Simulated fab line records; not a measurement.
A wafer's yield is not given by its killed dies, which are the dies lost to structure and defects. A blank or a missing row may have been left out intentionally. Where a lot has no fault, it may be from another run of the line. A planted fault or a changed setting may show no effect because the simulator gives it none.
Chamber matching	flow nand_harc	rie_si-02 running NHARC_A_CHANNEL_FILL_D1_ETCHBACK_19: 4 sister chambers
The step etches the open film in HBr/Cl2, target depth 5 nm, time 1.7 s. 14 wafers are shown with their chamber, then 7 later ones without.

## EACH WAFER AND ITS CHAMBER
wafer	chamber	drypump_motor_current_A (A)	he_backside_leak_sccm (sccm)	oes_product_au (a.u.)
L743.1	1	4.8	2.3	0.999
L743.3	0	5.4	2.8	0.991
L743.6	1	4.8	2.5	0.998
L746.1	3	6.4	2.3	0.978
L746.5	3	6.4	2.2	0.987
L746.6	0	5.4	2.8	0.993
L747.1	0	5.4	2.8	0.994
L747.3	1	4.9	2.5	1.002
L747.5	2	4.7	2.4	1.017
L748.1	2	4.7	2.3	1.019
L748.3	1	4.8	2.4	1.006
L748.5	3	6.3	2.4	0.993
L754.2	2	4.8	2.4	0.996
L754.3	3	6.3	2.2	0.999

SIGNATURES (means of the wafers above)
reading	chamber 0	chamber 1	chamber 2	chamber 3	scatter within a chamber
drypump_motor_current_A	5.400	4.825	4.733	6.350	0.0492
he_backside_leak_sccm	2.800	2.425	2.367	2.275	0.0785
oes_product_au	0.99267	1.00125	1.01067	0.98925	0.0078
Rule: for each reading, subtract the chamber's mean from the wafer's reading, divide by that reading's scatter and square the result; add these up over the readings and take the root, which gives the wafer's distance from the chamber. The wafer belongs to the nearest chamber; if the next one is less than 2 further off, it can't be placed. The scatter is the square root of a quotient: the sum, over the shown wafers, of each reading's squared deviation from its chamber's mean, divided by wafers minus chambers.

## WAFERS WITH NO CHAMBER GIVEN
wafer	drypump_motor_current_A (A)	he_backside_leak_sccm (sccm)	oes_product_au (a.u.)
L754.6	4.8	2.5	0.988
L755.1	6.3	2.3	1.012
L755.3	4.7	2.4	0.995
L755.5	6.3	2.3	0.998
L764.3	4.7	2.4	1.006
L764.4	5.4	3.0	1.010
L764.5	6.3	2.3	1.003

## EACH ONE'S CHAMBER
wafer	from the rows above	in truth
L754.6	can't be placed: 1 or 2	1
L755.1	3	3
L755.3	can't be placed: 2 or 1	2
L755.5	3	3
L764.3	can't be placed: 2 or 1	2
L764.4	0	0
L764.5	3	3
4 of 7 placed correctly. Can't be placed from these rows: 3 (the true chamber is among the candidates in 3). 0 placed wrongly.
